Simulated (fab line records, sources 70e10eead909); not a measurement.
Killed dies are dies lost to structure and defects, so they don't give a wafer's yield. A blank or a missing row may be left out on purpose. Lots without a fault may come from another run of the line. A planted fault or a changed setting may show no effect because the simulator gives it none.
Which tool did it? | flow nand_harc | 12 lots, 36 wafers sampled, at 1 step of a route of 1159

WHAT THE GAUGES READ, wafer by wafer
NHARC_A_SGD_CUT_INSPECT_11.
lot  | measured     | on                | raw_defect_count
L076 | day 14 08:14 | defect_inspect-01 | 9 9 8
L077 | day 14 08:48 | defect_inspect-01 | 15 21 15
L079 | day 14 21:19 | defect_inspect-01 | 19 15 18
L081 | day 15 15:11 | defect_inspect-02 | 24 32 21
L082 | day 16 10:20 | defect_inspect-01 | 20 18 26
L085 | day 16 18:46 | defect_inspect-02 | 31 33 34
L088 | day 17 06:47 | defect_inspect-02 | 20 16 20
L090 | day 17 17:31 | defect_inspect-02 | 33 27 25
L092 | day 17 18:02 | defect_inspect-01 | 9 7 12
L093 | day 18 23:20 | defect_inspect-02 | 43 32 42
L094 | day 19 00:41 | defect_inspect-02 | 18 12 23
L096 | day 19 20:49 | defect_inspect-02 | 18 10 16

WHICH TOOL RAN EACH LOT (tool, then ch and the chambers of the sampled wafers, then the start)
The record holds no process step before these readings.

THE ANSWER, worked out from the rows above alone
Rule: what is usual is taken from the lots themselves. Put in order of their means at a reading, lots are off if they are a third of the lots or fewer, leave a main group of 4 or more, and stand apart from it by a gap of 3 or more times the standard deviation of the main group's means; of several such gaps the widest counts. A main group whose means are all the same, to the digits that the tables above print for the reading, isn't used. A lot without any number at a reading at which 4 lots or more have one is off too. The other lots that the step has rows for count as sound.
No lot is off at any reading shown: from this, nothing can be told.

WHAT THE SIMULATOR HAD PUT IN
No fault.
